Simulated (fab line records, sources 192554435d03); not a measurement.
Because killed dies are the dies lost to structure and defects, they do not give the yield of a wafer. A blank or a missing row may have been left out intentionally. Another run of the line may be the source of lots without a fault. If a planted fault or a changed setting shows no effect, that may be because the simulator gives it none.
Lot-split experiment	flow n5Finfet	on a route of 1938 steps: 7 lots, 21 wafers read

THE SPLIT ITSELF
At N5_BEOL_M5_COAT_74 (time 60 s, resist thk 5 nm), the setting spinRpm was moved away from the recipe's 1500 rpm on 12 of the 21 wafers read, by -11.1% to +11.1%. The other wafers ran this setting at the recipe's value.

FROM THE SPLIT TO THE READING: what the file shows between them, 3 steps
- N5_BEOL_M5_COAT_22: resist thk 30 nm
- N5_BEOL_M5_EBR_24
- N5_BEOL_M5_DESCUM_33: chemistry O2, time 7 s

THE READING
etch.depthNm (the simulator's own value, which no gauge read), in nm, at N5_BEOL_M5_ETCH_75 (etches underlayer in N2/H2, target depth 6.5 nm, time 5.2 s). There is no usual value for it anywhere in the file. Average 4.999 nm, standard deviation 0.016 nm, over the 9 wafers here run with the recipe.

wafer	tool, chamber at the split	spinRpm as run, rpm	against the recipe	etch.depthNm, nm	against lot-mates on the recipe
L079.3	lithoTrack-03, 0	1500	recipe	5.004	-
L079.5	lithoTrack-03, 0	1500	recipe	4.998	-
L079.6	lithoTrack-03, 0	1500	recipe	4.982	-
L080.1	lithoTrack-03, 0	1500	recipe	4.995	-
L080.5	lithoTrack-03, 0	1583	+5.5%	4.877	-0.125
L080.6	lithoTrack-03, 0	1500	recipe	5.01	-
L087.1	lithoTrack-05, 0	1384	-7.7%	5.207	+0.225
L087.4	lithoTrack-05, 0	1384	-7.7%	5.198	+0.216
L087.5	lithoTrack-05, 0	1500	recipe	4.982	-
L086.1	lithoTrack-01, 0	1353	-9.8%	5.278	no lot-mate on the recipe
L086.2	lithoTrack-01, 0	1353	-9.8%	5.282	no lot-mate on the recipe
L086.3	lithoTrack-01, 0	1353	-9.8%	5.274	no lot-mate on the recipe
L088.1	lithoTrack-01, 0	1333	-11.1%	5.294	+0.302
L088.3	lithoTrack-01, 0	1333	-11.1%	5.299	+0.307
L088.6	lithoTrack-01, 0	1500	recipe	4.992	-
L089.2	lithoTrack-01, 0	1667	+11.1%	4.746	-0.291
L089.4	lithoTrack-01, 0	1667	+11.1%	4.74	-0.297
L089.6	lithoTrack-01, 0	1500	recipe	5.037	-
L093.4	lithoTrack-05, 0	1500	recipe	4.994	-
L093.5	lithoTrack-05, 0	1387	-7.5%	5.212	+0.218
L093.6	lithoTrack-05, 0	1387	-7.5%	5.202	+0.208

THE FIT
A straight line over all 21 wafers: etch.depthNm changes by -0.0257 nm for each +1% of spinRpm; r = -1.00; the points scatter about the line by 0.016 nm.
The same after taking each lot's own level away (the mean of its wafers on the recipe; 18 wafers): -0.027 nm for each +1%; r = -1.00; scatter 0.0087 nm.
The reading moves by 0.3 nm for the largest change in spinRpm, on that fit.
The span of the lots' own levels, 4.9820 to 5.0370 nm, comes to 3.5 times the standard deviation stated above.
The two slopes agree, so the slope changes little with the lot-to-lot level.
Check: for one of the wafers moved furthest among these (-11.1%), held out of the fit, the line's prediction against its lot-mates is +0.306 nm. It came out at +0.302 nm against them.

OTHER SPLITS ON THESE WAFERS
Before the reading, these wafers also passed through other splits. Each is held against what the fit with the lots' levels taken away leaves over:
other split on the same wafers	wafers away from the commonest value	r with etch.depthNm (lot level and that fit taken away)
N5_BEOL_M1_EXPOSE_08 doseMj	9	-0.24
N5_BEOL_M1_CMP_52 downForcePsi	5	+0.23
N5_BEOL_M2_EXPOSE_25 doseMj	10	+0.21
N5_BEOL_M2_ALD_98 aldCycles	5	-0.07
N5_BEOL_M3_VIA_ETCH_34 timeS	11	-0.10
N5_BEOL_M5_ETCH_72 sourceW	8	+0.05

FILE'S OWN FIT
etch.depthNm changes by -0.027 nm for each +1% of spinRpm, r = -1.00.
